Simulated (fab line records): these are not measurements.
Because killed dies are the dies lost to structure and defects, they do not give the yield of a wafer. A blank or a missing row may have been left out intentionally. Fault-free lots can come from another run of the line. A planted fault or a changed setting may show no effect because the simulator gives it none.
fab line records -- flow nand_harc
[record] lots = 6, wafers = 18, last_day = 33
route steps=1302 shown A_CONTACT@1055 END@1302
lots that met no fault: from a run of the same line without faults
start_h: hours from the record's opening day to when the first of the lot's shown wafers began -- wait_h: time in hours since the lot's previous step -- " unchanged from the row above -- L1.1+2: a row that stands for several wafers -- - no value present, or no start provided -- * or withheld: withheld -- < > ~ a bound
route shown NAME@n: NAME is a module with steps in the file, n the number in the route of the first one -- usual: average and standard deviation across the fault-free wafers -- same: alike in all rows -- chamber/n: place in a boat -- sites: readings site by site -- _std_site: the standard deviation of these -- _edge_site: outer sites' mean less inner sites' -- radius_mm: how far each site lies from the wafer's centre -- mask NAME#n: copy n -- behind: tool/chamber where the wafer was last shaped -- hold: reason for holding the lot/hours on hold/outcome of the hold -- device: the transistor (n, p or np) that didn't switch -- end of line: the same wafers' tests at the end of the route -- step lacking rows: just its recipe -- killed: dies lost to structure and defects at the first sort, not the wafer's yield -- map: shows each die of a wafer: x if killed, . if not, _ if none is there
set.NAME: the setting as run; set.NAME@STEP: as run at that earlier step -- model.NAME: the simulator's own value behind a step, which no gauge read
lots at some steps of the route; a table a step, a row a wafer
services: the hour from which a tool's chamber was out of use, counted from the record's first day as start_h (under 0 if before that day), plus the number of hours and why
[[steps]]
[step NHARC_A_CONTACT_ETCH_132]
[recipe] source_w = withheld, pressure_mtorr = 20, bias_v = 3000, time_s = 197, target_depth_a = 19240, ar_flow_sccm = withheld, c4f8_flow_sccm = withheld, o2_flow_sccm = withheld, chemistry = C4F8/O2/Ar
[usual] chamber_pressure_mTorr = 19.997/0.019
lot.wafer,tool,chamber,start_h,wait_h,chamber_pressure_mTorr,rf_hours_counter_h
L219.1,har_cap_etch-02,0,614.93,0.1,20.003,107
L219.3,har_cap_etch-02,1,614.93,0.1,20.003,-
L219.6,har_cap_etch-02,1,614.93,0.1,20.018,-
L227.2,har_cap_etch-01,0,704.32,0.1,19.971,36
L227.1,har_cap_etch-01,1,704.32,0.1,19.973,36
L227.6,har_cap_etch-01,1,704.32,0.1,19.997,-
L229.3,har_cap_etch-02,0,715.52,0.1,20.011,-
L229.6,har_cap_etch-02,0,715.52,0.1,19.998,-
L229.5,har_cap_etch-02,1,715.52,0.1,20.005,-
L230.1,har_cap_etch-03,0,720.60,0.1,20.017,80
L230.4,har_cap_etch-03,0,720.60,0.1,19.998,-
L230.5,har_cap_etch-03,0,720.60,0.1,19.976,-
L231.1,har_cap_etch-03,0,734.90,0.1,20.005,84
L231.3,har_cap_etch-03,0,734.90,0.1,19.991,-
L231.6,har_cap_etch-03,1,734.90,0.1,19.975,-
L232.1,har_cap_etch-02,0,737.17,0.1,20.015,129
L232.3,har_cap_etch-02,0,737.17,0.1,19.989,-
L232.6,har_cap_etch-02,1,737.17,0.1,19.987,-
[step NHARC_A_CONTACT_ETCH_133]
[recipe] source_w = withheld, pressure_mtorr = 20, bias_v = 400, time_s = 374, target_depth_a = 16100, ar_flow_sccm = withheld, c4f8_flow_sccm = 11.5, o2_flow_sccm = 7.2, chemistry = C4F8/O2/Ar
[step NHARC_A_CONTACT_ETCH_91]
[recipe] target_depth_a = 400, over_etch_frac = 0.5, time_s = 85.7, ion_energy_ev = 120, ch3f_flow_sccm = 50, o2_flow_sccm = 30, ar_flow_sccm = 200, rf_w = 500, bias_w = 100, chemistry = CH3F/O2
[step NHARC_A_CONTACT_ETCH_97]
[recipe] target_depth_a = 200, over_etch_frac = 0.5, time_s = 10, ion_energy_ev = 250, c4f6_flow_sccm = 25, o2_flow_sccm = 20, ar_flow_sccm = 500, rf_w = 600, bias_w = 500, chemistry = C4F6/O2
[usual] chamber_pressure_mTorr = 30.003/0.028, drypump_motor_current_A = 5.73/0.25, oes_product_au = 0.974/0.028, rf_vpp_V = 547/3, showerhead_plenum_p_Torr = 3.91/0.15, throttle_valve_pct = 26.904/0.0089
lot.wafer,tool,chamber,start_h,wait_h,chamber_pressure_mTorr,drypump_motor_current_A,oes_product_au,rf_hours_counter_h,rf_vpp_V,showerhead_plenum_p_Torr,throttle_valve_pct
L219.3,rie_diel-12,3,-,-,29.988,5.86,0.937,30,545,3.81,26.897
L219.1,rie_diel-12,2,-,-,29.996,5.90,0.958,31,550,4.05,26.894
L219.6,rie_diel-12,3,-,-,29.994,5.88,0.943,-,545,3.81,26.903
L227.2,rie_diel-12,2,-,-,30.029,5.91,0.951,13,549,4.04,26.902
L227.1,rie_diel-12,3,-,-,29.992,5.84,0.931,10,544,3.80,26.917
L227.6,rie_diel-12,1,-,-,30.024,5.38,0.941,-,549,4.06,26.901
L229.3,rie_diel-12,0,-,-,29.994,5.43,1.003,14,541,3.66,26.909
L229.5,rie_diel-12,3,-,-,30.024,5.85,0.998,-,544,3.80,26.917
L229.6,rie_diel-12,0,-,-,29.992,5.36,1.011,-,542,3.66,26.903
L230.4,rie_diel-13,2,-,-,30.023,5.80,0.950,7,544,3.74,26.918
L230.1,rie_diel-13,0,-,-,30.005,5.88,0.942,8,548,3.98,26.908
L230.5,rie_diel-13,2,-,-,29.991,5.80,0.957,-,544,3.74,26.896
L231.1,rie_diel-12,3,-,-,30.001,5.89,0.945,16,543,3.80,26.901
L231.3,rie_diel-12,0,-,-,30.042,5.40,0.944,18,541,3.66,26.904
L231.6,rie_diel-12,2,-,-,29.992,5.89,0.958,-,550,4.04,26.898
L232.3,rie_diel-13,2,-,-,29.964,5.83,1.013,11,542,3.73,26.888
L232.1,rie_diel-13,1,-,-,30.004,5.96,1.001,14,548,3.96,26.919
L232.6,rie_diel-13,2,-,-,29.981,5.82,1.009,-,543,3.73,26.899
[step NHARC_A_CONTACT_CD_MEAS_80]
[usual] cd_nm = 289.8/0.82
lot.wafer,tool,chamber,start_h,wait_h,cd_nm
L219.1,cd_sem-01,-,616.11,-,290.2
L219.3,cd_sem-01,-,616.11,-,289.9
L219.6,cd_sem-01,-,616.11,-,289.9
L227.1,cd_sem-01,-,705.50,-,291.1
L227.2,cd_sem-01,-,705.50,-,290.3
L227.6,cd_sem-01,-,705.50,-,291.2
L229.3,cd_sem-02,-,716.65,-,289.4
L229.5,cd_sem-02,-,716.65,-,290.0
L229.6,cd_sem-02,-,716.65,-,289.3
L230.1,cd_sem-03,-,721.75,-,290.2
L230.4,cd_sem-03,-,721.75,-,290.3
L230.5,cd_sem-03,-,721.75,-,290.3
L231.1,cd_sem-01,-,736.05,-,289.1
L231.3,cd_sem-01,-,736.05,-,289.0
L231.6,cd_sem-01,-,736.05,-,289.0
L232.1,cd_sem-02,-,738.35,-,289.9
L232.3,cd_sem-02,-,738.35,-,289.5
L232.6,cd_sem-02,-,738.35,-,289.4
[step NHARC_A_CONTACT_STRIP_103]
[recipe] n2_flow_sccm = 150, h2_flow_sccm = 150, ar_flow_sccm = 0, bias_w = 0, chemistry = N2/H2
[step NHARC_A_CONTACT_STRIP_104]
[recipe] cf4_flow_sccm = 100, chf3_flow_sccm = 30, ar_flow_sccm = 0, bias_w = 0, chemistry = CF4/CHF3
[step NHARC_A_CONTACT_STRIP_105]
[recipe] o2_flow_sccm = 400, cos_flow_sccm = 20, ar_flow_sccm = 0, bias_w = 0, chemistry = O2/COS
[step NHARC_A_CONTACT_ETCH_106]
[recipe] target_depth_a = 900, overetch_a = 90, time_s = 49.5, ion_energy_ev = 100, cf4_flow_sccm = 80, o2_flow_sccm = 20, ar_flow_sccm = 0, rf_w = 300, bias_w = 100, chemistry = CF4/O2
[usual] chamber_pressure_mTorr = 30.001/0.027, drypump_motor_current_A = 5.69/0.25, oes_o_777_au = 1.000/0.0045, oes_product_au = 1.002/0.0099, rf_vpp_V = 197.7/1.4, showerhead_plenum_p_Torr = 1.33/0.054, throttle_valve_pct = 13.398/0.0082
lot.wafer,tool,chamber,start_h,wait_h,chamber_pressure_mTorr,drypump_motor_current_A,oes_o_777_au,oes_product_au,rf_hours_counter_h,rf_vpp_V,showerhead_plenum_p_Torr,throttle_valve_pct
L219.3,rie_diel-13,1,616.41,0.1,29.989,5.90,1.000,1.008,26,197.7,1.36,13.397
L219.1,rie_diel-13,2,616.41,0.1,30.039,5.78,1.003,1.016,30,194.8,1.27,13.403
L219.6,rie_diel-13,0,616.41,0.1,29.985,5.87,0.996,1.009,-,197.5,1.36,13.401
L227.1,rie_diel-12,0,705.81,0.1,30.032,5.41,1.002,1.023,13,196.9,1.24,13.390
L227.2,rie_diel-12,1,705.81,0.1,29.976,5.36,0.998,0.999,13,198.4,1.38,13.402
L227.6,rie_diel-12,0,705.81,0.1,30.011,5.41,1.000,1.008,-,196.1,1.24,13.400
L229.3,rie_diel-13,1,717.05,0.1,30.026,5.93,1.005,0.997,6,196.3,1.35,13.394
L229.5,rie_diel-13,3,717.05,0.1,30.026,5.91,1.000,1.018,-,198.2,1.32,13.398
L229.6,rie_diel-13,0,717.05,0.1,29.970,5.85,1.000,1.006,-,198.4,1.36,13.395
L230.1,rie_diel-12,0,722.81,0.1,30.052,5.36,1.003,1.012,16,195.8,1.24,13.402
L230.4,rie_diel-12,1,722.81,0.1,30.036,5.34,1.006,0.996,16,198.4,1.38,13.393
L230.5,rie_diel-12,3,722.81,0.1,30.011,5.82,0.988,0.992,-,197.2,1.29,13.398
L231.1,rie_diel-02,0,736.34,0.1,29.972,6.25,0.998,1.001,51,195.3,1.24,13.387
L231.3,rie_diel-02,2,736.34,0.1,30.003,5.65,0.989,0.995,51,198.6,1.42,13.402
L231.6,rie_diel-02,1,736.34,0.1,30.022,5.13,0.998,0.988,-,198.5,1.37,13.387
L232.3,rie_diel-12,1,738.64,0.0,29.994,5.35,1.001,0.994,18,198.6,1.38,13.413
L232.1,rie_diel-12,2,738.64,0.0,29.988,5.90,0.999,1.009,18,197.7,1.38,13.407
L232.6,rie_diel-12,2,738.64,0.0,29.985,5.90,1.003,1.005,-,198.9,1.38,13.388
[step NHARC_A_CONTACT_STRIP_82]
[recipe] o2_flow_sccm = 500, ar_flow_sccm = 0, bias_w = 0, chemistry = O2
[usual] chamber_pressure_mTorr = 60.00/0.057, drypump_motor_current_A = 5.71/0.24, oes_product_au = 1.000/0.0093, rf_vpp_V = 57.7/0.84, showerhead_plenum_p_Torr = 3.52/0.14, throttle_valve_pct = 17.036/0.0083
lot.wafer,tool,chamber,start_h,wait_h,chamber_pressure_mTorr,drypump_motor_current_A,oes_product_au,rf_hours_counter_h,rf_vpp_V,showerhead_plenum_p_Torr,throttle_valve_pct
L219.1,rie_diel-13,0,-,-,60.09,5.88,1.002,31,58.8,3.60,17.043
L219.3,rie_diel-13,2,-,-,59.91,5.78,0.997,30,58.3,3.37,17.035
L219.6,rie_diel-13,1,-,-,60.07,5.94,0.997,-,58.1,3.59,17.022
L227.1,rie_diel-12,2,-,-,60.00,5.89,1.005,13,59.1,3.63,17.028
L227.2,rie_diel-12,3,-,-,60.00,5.87,0.984,10,57.8,3.42,17.044
L227.6,rie_diel-12,1,-,-,59.95,5.38,0.991,-,58.0,3.65,17.041
L229.3,rie_diel-13,2,-,-,59.99,5.77,1.014,5,58.5,3.36,17.023
L229.5,rie_diel-13,1,-,-,60.12,5.96,1.000,-,59.0,3.57,17.050
L229.6,rie_diel-13,2,-,-,60.01,5.80,1.016,-,57.9,3.36,17.027
L230.4,rie_diel-12,0,-,-,59.97,5.43,1.005,16,58.4,3.28,17.043
L230.1,rie_diel-12,1,-,-,59.97,5.37,0.989,16,58.4,3.65,17.042
L230.5,rie_diel-12,3,-,-,60.04,5.86,0.985,-,57.4,3.41,17.017
L231.3,rie_diel-02,0,-,-,59.96,6.29,1.005,51,57.3,3.29,17.032
L231.1,rie_diel-02,1,-,-,59.99,5.13,0.999,52,57.3,3.61,17.040
L231.6,rie_diel-02,3,-,-,60.01,5.71,1.013,-,57.2,3.50,17.030
L232.3,rie_diel-12,0,-,-,59.99,5.41,0.995,18,57.5,3.28,17.044
L232.1,rie_diel-12,1,-,-,59.99,5.35,0.999,18,58.6,3.65,17.036
L232.6,rie_diel-12,0,-,-,59.99,5.39,1.003,-,57.9,3.28,17.032
[step NHARC_A_CONTACT_STRIP_83]
[recipe] time_s = 600, temp_c = 30, chemistry = post_etch_residue_remover
[step NHARC_A_CONTACT_DEP_84]
[recipe] target_thk_a = 28000, temp_c = 400, material = aC
[usual] susceptor_temp_C = 400.06/0.22, throttle_valve_pct = 35.000/0.01
lot.wafer,tool,chamber,start_h,wait_h,susceptor_temp_C,throttle_valve_pct
L219.1,acl_dep-03,0,617.92,-,400.05,34.989
L219.3,acl_dep-03,0,617.92,-,400.06,35.011
L219.6,acl_dep-03,0,617.92,-,400.28,35.011
L227.1,acl_dep-02,0,706.51,-,399.89,34.988
L227.2,acl_dep-02,0,706.51,-,399.64,34.988
L227.6,acl_dep-02,0,707.96,-,399.94,34.984
L229.3,acl_dep-02,0,719.74,-,400.29,35.012
L229.5,acl_dep-02,0,719.74,-,400.34,35.002
L229.6,acl_dep-02,0,719.74,-,399.91,35.009
L230.1,acl_dep-01,0,726.09,-,399.92,34.999
L230.4,acl_dep-01,0,726.09,-,400.02,34.997
L230.5,acl_dep-01,0,726.09,-,399.91,35.000
L231.1,acl_dep-02,0,738.18,-,400.00,35.013
L231.3,acl_dep-02,0,738.18,-,399.74,34.992
L231.6,acl_dep-02,0,738.18,-,399.76,35.023
L232.1,acl_dep-02,0,743.67,-,400.35,34.995
L232.3,acl_dep-02,0,743.67,-,400.41,34.985
L232.6,acl_dep-02,0,743.67,-,400.42,34.999
[step NHARC_A_CONTACT_DEP_85]
[recipe] target_thk_a = 600, target_thk_nm = 60, temp_c = 400, pressure_torr = 3.5, flow_sccm = 200, rf_w = 350, material = SiON
[usual] chamber_pressure_Torr = 3.502/0.0079, heater_power_outer_w = 438/68, heater_power_w = 744/94, showerhead_vpp_V = 1142/52, susceptor_temp_C = 400.02/0.21
lot.wafer,tool,chamber,start_h,wait_h,chamber_pressure_Torr,heater_power_outer_w,heater_power_w,showerhead_vpp_V,susceptor_temp_C
L219.1,pecvd-02,1,619.67,1.5,3.490,471,784,1099,399.98
L219.3,pecvd-02,2,619.67,1.5,3.507,349,616,1154,399.97
L219.6,pecvd-02,1,619.67,1.5,3.496,466,790,1100,399.99
L227.2,pecvd-04,1,708.27,1.2,-,-,-,-,-
L227.1,pecvd-04,2,708.27,1.2,-,-,-,-,-
L227.6,pecvd-04,1,708.27,1.2,-,-,-,-,-
L229.3,pecvd-04,0,720.99,1.0,-,-,-,-,-
L229.5,pecvd-04,2,720.99,1.0,-,-,-,-,-
L229.6,pecvd-04,0,720.99,1.0,-,-,-,-,-
L230.1,pecvd-02,1,727.88,1.5,3.500,454,796,1091,400.10
L230.4,pecvd-02,0,727.88,1.5,3.504,355,600,1113,400.42
L230.5,pecvd-02,1,727.88,1.5,3.494,458,794,1103,400.27
L231.1,pecvd-02,0,739.93,1.5,3.513,373,617,1114,399.91
L231.3,pecvd-02,1,739.93,1.5,3.480,439,759,1096,400.09
L231.6,pecvd-02,1,739.93,1.5,3.494,447,755,1101,399.83
L232.1,pecvd-04,1,745.44,1.5,3.496,450,783,1207,400.25
L232.3,pecvd-04,2,745.44,1.5,3.503,490,812,1145,400.03
L232.6,pecvd-04,0,745.44,1.5,3.499,505,883,1061,399.94
[step NHARC_A_CONTACT_DEHYDRATE_00]
[recipe] temp_c = 150, time_s = 120
[step NHARC_END_SORT_01]
[recipe] temp_c = 25
[usual] killed_at_array = 58/18, killed_at_other = 1.0/1.5, killed_at_periphery = 4/3.1, killed_dies = 64/18, killed_open = 3.4/1.9, killed_short = 2.7/1.7
[same] gross_dies = 677
lot.wafer,tool,chamber,start_h,wait_h,killed_at_array,killed_at_other,killed_at_periphery,killed_dies,killed_open,killed_short
L219.1,prober-01,0,670.52,2.5,41,2,10,53,2,4
L219.3,prober-01,0,672.12,3.1,48,2,7,57,8,3
L219.6,prober-01,0,674.53,4.0,51,1,6,58,3,5
L227.1,prober-01,0,766.70,2.5,670,2,5,677,4,3
L227.2,prober-01,0,767.51,2.8,673,1,3,677,3,4
L227.6,prober-01,0,770.75,4.1,668,4,5,677,5,5
L230.1,prober-01,0,776.79,2.5,30,0,11,41,5,1
L230.4,prober-01,0,779.14,3.4,40,0,4,44,1,5
L230.5,prober-01,0,779.92,3.6,38,0,7,45,3,5
L229.3,prober-02,0,778.38,3.1,668,6,3,677,4,4
L229.5,prober-02,0,780.01,3.8,666,5,6,677,0,4
L229.6,prober-02,0,780.82,4.1,669,3,5,677,2,2
L231.1,prober-01,0,790.40,2.5,53,0,2,55,1,3
L231.3,prober-01,0,791.99,3.1,55,0,0,55,2,1
L231.6,prober-01,0,794.39,4.0,60,0,1,61,1,1
// killed by level:class
L219.1 A_CHANNEL_HOLE_D1:chamber_film_flake=28 P_BONDPAD:chamber_film_flake=4 A_DECK1_JOINT:chamber_film_flake=3 A_SOURCE_PLATE:geometric_particle:short=2 P_M0:chamber_film_flake=2 P_M2:chamber_film_flake=2 A_WL_FILL:chamber_film_flake=2 A_CONTACT:chamber_film_flake=2
L219.3 A_CHANNEL_HOLE_D1:chamber_film_flake=31 A_M0:geometric_particle:open=2 P_ZERO_WELL:chamber_film_flake=2 P_BONDPAD:chamber_film_flake=2 A_SLIT:chamber_film_flake=2 A_WL_FILL:chamber_film_flake=2 A_CONTACT:chamber_film_flake=2 P_CONTACT:geometric_particle:open=1
L219.6 A_CHANNEL_HOLE_D1:chamber_film_flake=35 A_STAIRCASE:chamber_film_flake=3 A_SLIT:chamber_film_flake=3 A_CONTACT:chamber_film_flake=3 P_CONTACT:geometric_particle:open=2 P_CONTACT:geometric_particle:short=2 A_WL_FILL:chamber_film_flake=2 A_SOURCE_PLATE:geometric_particle:short=1
L227.1 A_CONTACT:area_dep=641 A_CHANNEL_HOLE_D1:chamber_film_flake=11 A_SLIT:chamber_film_flake=6 P_STI:chamber_film_flake=2 P_BONDPAD:chamber_film_flake=2 A_CHANNEL_FILL_D1:chamber_film_flake=2 THIN_TSV:chamber_film_flake=2 A_CHANNEL_FILL_D1:geometric_particle:open=1
L227.2 A_CONTACT:area_dep=646 A_CHANNEL_HOLE_D1:chamber_film_flake=9 A_SLIT:chamber_film_flake=7 A_CHANNEL_FILL_D2:geometric_particle:short=2 A_STAIRCASE:chamber_film_flake=2 P_CONTACT:geometric_particle:open=1 A_ONON_D1:geometric_particle:short=1 A_CHANNEL_FILL_D1:geometric_particle:short=1
L227.6 A_CONTACT:area_dep=642 A_CHANNEL_HOLE_D1:chamber_film_flake=11 A_SLIT:chamber_film_flake=7 THIN_TSV:chamber_film_flake=3 A_M0:geometric_particle:short=2 P_STI:chamber_film_flake=2 P_GATE:geometric_particle:open=1 P_M0:geometric_particle:open=1
L230.1 A_CHANNEL_HOLE_D1:chamber_film_flake=10 P_GATE:chamber_film_flake=8 A_CONTACT:chamber_film_flake=8 A_SLIT:chamber_film_flake=5 A_CHANNEL_FILL_D1:geometric_particle:open=2 A_STAIRCASE:chamber_film_flake=2 P_CONTACT:geometric_particle:open=1 P_M0:geometric_particle:open=1
L229.3 A_CONTACT:area_dep=594 A_SLIT:chamber_film_flake=24 A_CHANNEL_HOLE_D2:chamber_film_flake=21 A_CONTACT:chamber_film_flake=10 A_STAIRCASE:chamber_film_flake=6 THIN_TSV:chamber_film_flake=6 A_DECK1_JOINT:geometric_particle:short=3 A_CHANNEL_HOLE_D1:chamber_film_flake=3
L230.4 A_CHANNEL_HOLE_D1:chamber_film_flake=13 A_SLIT:chamber_film_flake=7 A_CONTACT:chamber_film_flake=7 P_GATE:chamber_film_flake=2 A_CHANNEL_HOLE_D2:chamber_film_flake=2 A_STAIRCASE:chamber_film_flake=2 A_BONDPAD:chamber_film_flake=2 A_ONON_D2:geometric_particle:open=1
L230.5 A_CHANNEL_HOLE_D1:chamber_film_flake=11 A_CONTACT:chamber_film_flake=10 A_SLIT:chamber_film_flake=9 P_GATE:chamber_film_flake=4 P_GATE:geometric_particle:short=2 A_STAIRCASE:chamber_film_flake=2 P_CONTACT:geometric_particle:open=1 A_SOURCE_PLATE:geometric_particle:short=1
L229.5 A_CONTACT:area_dep=589 A_SLIT:chamber_film_flake=28 A_CHANNEL_HOLE_D2:chamber_film_flake=21 A_CONTACT:chamber_film_flake=12 P_GATE:chamber_film_flake=6 A_CHANNEL_HOLE_D1:chamber_film_flake=6 THIN_TSV:chamber_film_flake=5 A_BONDPAD:chamber_film_flake=3
L229.6 A_CONTACT:area_dep=595 A_SLIT:chamber_film_flake=33 A_CHANNEL_HOLE_D2:chamber_film_flake=18 A_CONTACT:chamber_film_flake=7 A_CHANNEL_HOLE_D1:chamber_film_flake=4 P_GATE:chamber_film_flake=3 A_STAIRCASE:chamber_film_flake=3 A_BLC:chamber_film_flake=3
L231.1 A_SLIT:chamber_film_flake=24 A_CHANNEL_HOLE_D2:chamber_film_flake=19 A_CHANNEL_FILL_D1:chamber_film_flake=3 P_GATE:chamber_film_flake=2 A_CONTACT:chamber_film_flake=2 A_ONON_D1:geometric_particle:open=1 A_CHANNEL_HOLE_D2:geometric_particle:short=1 A_CHANNEL_FILL_D2:geometric_particle:short=1
L231.3 A_SLIT:chamber_film_flake=28 A_CHANNEL_HOLE_D2:chamber_film_flake=16 A_STAIRCASE:chamber_film_flake=2 A_CONTACT:chamber_film_flake=2 A_CHANNEL_FILL_D1:geometric_particle:open=1 A_ONON_D2:geometric_particle:open=1 A_M1:geometric_particle:short=1 A_ZERO_WELL:chamber_film_flake=1
L231.6 A_SLIT:chamber_film_flake=36 A_CHANNEL_HOLE_D2:chamber_film_flake=18 A_ONON_D1:geometric_particle:short=1 A_CHANNEL_FILL_D2:geometric_particle:open=1 P_ZERO_WELL:chamber_film_flake=1 A_CHANNEL_HOLE_D1:chamber_film_flake=1 A_STAIRCASE:chamber_film_flake=1 A_CONTACT:chamber_film_flake=1
// map L227.1 (x killed, . not)
____________x____________
_________xxxxxxx_________
_______xxxxxxxxxxx_______
______xxxxxxxxxxxxx______
_____xxxxxxxxxxxxxxx_____
____xxxxxxxxxxxxxxxxx____
____xxxxxxxxxxxxxxxxx____
___xxxxxxxxxxxxxxxxxxx___
___xxxxxxxxxxxxxxxxxxx___
__xxxxxxxxxxxxxxxxxxxxx__
__xxxxxxxxxxxxxxxxxxxxx__
_xxxxxxxxxxxxxxxxxxxxxxx_
_xxxxxxxxxxxxxxxxxxxxxxx_
_xxxxxxxxxxxxxxxxxxxxxxx_
_xxxxxxxxxxxxxxxxxxxxxxx_
_xxxxxxxxxxxxxxxxxxxxxxx_
xxxxxxxxxxxxxxxxxxxxxxxxx
xxxxxxxxxxxxxxxxxxxxxxxxx
xxxxxxxxxxxxxxxxxxxxxxxxx
xxxxxxxxxxxxxxxxxxxxxxxxx
xxxxxxxxxxxxxxxxxxxxxxxxx
_xxxxxxxxxxxxxxxxxxxxxxx_
_xxxxxxxxxxxxxxxxxxxxxxx_
_xxxxxxxxxxxxxxxxxxxxxxx_
_xxxxxxxxxxxxxxxxxxxxxxx_
_xxxxxxxxxxxxxxxxxxxxxxx_
__xxxxxxxxxxxxxxxxxxxxx__
__xxxxxxxxxxxxxxxxxxxxx__
___xxxxxxxxxxxxxxxxxxx___
___xxxxxxxxxxxxxxxxxxx___
____xxxxxxxxxxxxxxxxx____
____xxxxxxxxxxxxxxxxx____
_____xxxxxxxxxxxxxxx_____
______xxxxxxxxxxxxx______
_______xxxxxxxxxxx_______
_________xxxxxxx_________
____________x____________
// map L229.3 (x killed, . not)
____________x____________
_________xxxxxxx_________
_______xxxxxxxxxxx_______
______xxxxxxxxxxxxx______
_____xxxxxxxxxxxxxxx_____
____xxxxxxxxxxxxxxxxx____
____xxxxxxxxxxxxxxxxx____
___xxxxxxxxxxxxxxxxxxx___
___xxxxxxxxxxxxxxxxxxx___
__xxxxxxxxxxxxxxxxxxxxx__
__xxxxxxxxxxxxxxxxxxxxx__
_xxxxxxxxxxxxxxxxxxxxxxx_
_xxxxxxxxxxxxxxxxxxxxxxx_
_xxxxxxxxxxxxxxxxxxxxxxx_
_xxxxxxxxxxxxxxxxxxxxxxx_
_xxxxxxxxxxxxxxxxxxxxxxx_
xxxxxxxxxxxxxxxxxxxxxxxxx
xxxxxxxxxxxxxxxxxxxxxxxxx
xxxxxxxxxxxxxxxxxxxxxxxxx
xxxxxxxxxxxxxxxxxxxxxxxxx
xxxxxxxxxxxxxxxxxxxxxxxxx
_xxxxxxxxxxxxxxxxxxxxxxx_
_xxxxxxxxxxxxxxxxxxxxxxx_
_xxxxxxxxxxxxxxxxxxxxxxx_
_xxxxxxxxxxxxxxxxxxxxxxx_
_xxxxxxxxxxxxxxxxxxxxxxx_
__xxxxxxxxxxxxxxxxxxxxx__
__xxxxxxxxxxxxxxxxxxxxx__
___xxxxxxxxxxxxxxxxxxx___
___xxxxxxxxxxxxxxxxxxx___
____xxxxxxxxxxxxxxxxx____
____xxxxxxxxxxxxxxxxx____
_____xxxxxxxxxxxxxxx_____
______xxxxxxxxxxxxx______
_______xxxxxxxxxxx_______
_________xxxxxxx_________
____________x____________
[[services]]
tool,chamber,start_h,hours,kind
rie_diel-12,0,601.56,-,clean
rie_diel-12,1,601.56,-,clean
rie_diel-12,2,601.56,-,clean
rie_diel-12,3,601.56,-,clean
acl_dep-02,-,610.39,13.0,pm
rie_diel-12,-,622.48,9.0,pm
rie_diel-12,0,622.48,9.0,vent_cycle
rie_diel-12,1,622.48,9.0,vent_cycle
rie_diel-12,2,622.48,9.0,vent_cycle
pecvd-04,-,631.00,13.0,pm
rie_diel-13,0,653.55,4.0,repair
rie_diel-02,-,663.47,0.3,repair
acl_dep-03,-,665.05,13.0,pm
rie_diel-12,-,669.03,5.1,repair
pecvd-02,-,669.94,1.5,repair
pecvd-02,0,686.03,11.0,repair
rie_diel-13,2,687.26,5.3,repair
acl_dep-01,-,691.89,8.9,repair
rie_diel-13,-,696.58,9.0,pm
pecvd-02,-,706.56,0.3,repair
rie_diel-12,2,710.59,2.6,repair
acl_dep-01,-,733.40,13.0,pm
pecvd-02,-,737.56,0.8,repair
pecvd-02,-,741.16,1.3,repair
[[key]]
[first_sign] step = NHARC_A_CONTACT_DEP_85, reading = tool_record, direction = missing
[effect] step = NHARC_END_SORT_01, reading = killed_at_array, direction = up, sigmas = 35, usual = 58, struck = 669
[more_kills_born_at] NHARC_A_CONTACT_DEP_85@pecvd-04 = 3706
met_at NHARC_A_CONTACT_DEP_85
struck_wafers L227.1,L227.2,L227.6,L229.3,L229.5,L229.6
later_rows_left_out L227.1,L227.2,L227.6,L229.3,L229.5,L229.6
tester_left_out L227,L229
[fault] kind = skipped_step_whole, tool = pecvd-04, chamber = -, onset_h = 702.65, steps = NHARC_A_CONTACT_DEP_85, scope = struck_lots_only
// tester_left_out: of these lots the tester's yield and bins aren't shown, on N5 and GAA mostly nor the transistor test; their killed dies are dies lost to structure and defects alone, not to doping, threshold or leakage, so they don't give the yield
// later_rows_left_out: the simulator's readings of these wafers behind a module that went badly wrong aren't trusted and aren't shown, but for the sort
